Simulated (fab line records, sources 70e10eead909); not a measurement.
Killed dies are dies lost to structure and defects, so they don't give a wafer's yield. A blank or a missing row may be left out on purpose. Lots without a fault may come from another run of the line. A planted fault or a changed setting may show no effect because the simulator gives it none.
Chamber matching | flow nand_harc | NHARC_P_M1_DESCUM_14 on rie_diel-08: 3 sister chambers
The step chemistry O2, time 3 s. 3 wafers are shown with their chamber, then 5 later ones without.

WAFERS WITH THEIR CHAMBER
wafer  | chamber | drypump_motor_current_A (A)
L085.5 | 1       | 6.8
L090.1 | 2       | 5.4
L090.2 | 0       | 6.1

WAFERS WITHOUT THEIR CHAMBER
wafer  | drypump_motor_current_A (A)
L090.4 | 6.8
L096.1 | 6.8
L096.5 | 6.2
L097.2 | 6.8
L097.5 | 5.4

WHICH CHAMBER EACH WENT THROUGH
wafer  | from the rows above | in truth
L090.4 | 1                   | 1
L096.1 | 1                   | 1
L096.5 | 0                   | 0
L097.2 | 1                   | 1
L097.5 | 2                   | 2
Placed correctly: 5 of 5. Can't be placed from these rows: 0. Placed wrongly: 0.
How it was worked out, from the rows above alone: a wafer's distance from a chamber is the root of the sum, over the readings, of the square of ((its reading less the chamber's mean) divided by the reading's scatter). The wafer belongs to the nearest chamber; if the next one is less than 2 further off, it can't be placed. A chamber's mean is the mean of its shown wafers. The scatter: with one shown wafer a chamber, the root of the mean of the squares of how far each hidden wafer lies from its nearest shown one.
